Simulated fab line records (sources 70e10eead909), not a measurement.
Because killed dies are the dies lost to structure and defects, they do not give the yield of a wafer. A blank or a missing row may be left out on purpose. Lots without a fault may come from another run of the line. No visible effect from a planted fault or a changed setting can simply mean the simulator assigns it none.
Which tool did it? + flow nand harc + 18 wafers sampled from 6 lots at 1 step of a route of 1302

== WHAT EACH GAUGE READ, for each wafer ==
NHARC_A_ONON_D1_THK_MEAS_02: measures by ellipsometry.
| lot  | measured     | on            | thk nm (nm)    |
|------|--------------|---------------|----------------|
| L283 | day 9 18:38  | film metro-01 | 997 998 998    |
| L287 | day 11 01:23 | film metro-02 | 1006 1007 1006 |
| L291 | day 12 15:20 | film metro-02 | 1000 1000 998  |
| L294 | day 13 17:58 | film metro-02 | 1006 1005 1005 |
| L298 | day 15 16:47 | film metro-01 | 996 997 996    |
| L302 | day 17 15:19 | film metro-02 | 990 991 992    |

== WHICH TOOL RAN EACH LOT (tool, then ch and the chambers of the sampled wafers, then the start) ==
There is no process step in the record ahead of these readings.

== THE ANSWER, worked out from the rows above alone ==
Rule: the lots themselves supply what counts as usual. Put in order of their means at a reading, lots are off if they are a third of the lots or fewer, leave a main group of 4 or more, and stand apart from it by a gap of 3 or more times the standard deviation of the main group's means; of several such gaps the widest counts. If all means in a main group match to the digits the tables above print for the reading, that group is not used. Also off: a lot with no number at a reading for which 4 or more lots have one. The other lots that the step has rows for count as sound.
No lot is off on any of the readings shown, so nothing can be concluded from this.

== WHAT HAD BEEN PUT IN BY THE SIMULATOR ==
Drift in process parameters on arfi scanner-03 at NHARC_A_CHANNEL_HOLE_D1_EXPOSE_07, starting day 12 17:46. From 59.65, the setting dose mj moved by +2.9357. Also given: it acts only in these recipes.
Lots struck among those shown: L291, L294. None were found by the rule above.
